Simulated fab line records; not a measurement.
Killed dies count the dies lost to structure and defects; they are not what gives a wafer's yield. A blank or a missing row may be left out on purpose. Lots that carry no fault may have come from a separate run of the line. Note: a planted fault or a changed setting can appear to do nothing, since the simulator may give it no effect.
Which tool was responsible?    flow n5-finfet    12 lots (36 wafers sampled), 1 step of a 1938-step route

WHAT THE GAUGES SHOWED, per wafer
N5_BEOL_M5_CD_MEAS_35: target cd 28 nm, target cd y 24 nm.
lot   measured      on         cd-nm (nm)
L075  day 8 07:10   cd-sem-01  27.91 27.69 28.05
L077  day 8 22:54   cd-sem-02  27.97 28.59 27.84
L080  day 9 14:15   cd-sem-02  28.00 27.99 28.23
L081  day 9 22:59   cd-sem-01  28.26 27.66 28.11
L084  day 10 08:54  cd-sem-03  27.83 27.66 28.07
L085  day 10 19:52  cd-sem-01  28.37 27.93 27.78
L087  day 11 21:14  cd-sem-02  28.14 28.13 28.18
L090  day 12 02:27  cd-sem-01  27.98 27.78 28.15
L089  day 12 06:25  cd-sem-02  28.07 28.37 28.33
L093  day 13 00:29  cd-sem-02  27.99 28.21 27.79
L096  day 13 17:01  cd-sem-03  27.80 27.77 27.72
L097  day 14 01:14  cd-sem-03  28.09 28.06 27.84

TOOL THAT RAN EACH LOT (tool first, then ch and the chambers of the sampled wafers, then the start)
Before these readings, the record contains no process step.

THE ANSWER, worked out from the rows above alone
Rule: usual is defined by the lots themselves. Put in order of their means at a reading, lots are off if they are a third of the lots or fewer, leave a main group of 4 or more, and stand apart from it by a gap of 3 or more times the standard deviation of the main group's means; of several such gaps the widest counts. Not used: any main group whose means are identical at the precision the tables above print for the reading. A lot without any number at a reading at which 4 lots or more have one is off too. Where the step has rows for the other lots, those lots are counted as sound.
No lot is off on any of the readings shown, so nothing can be concluded from this.

WHAT THE SIMULATOR PUT IN
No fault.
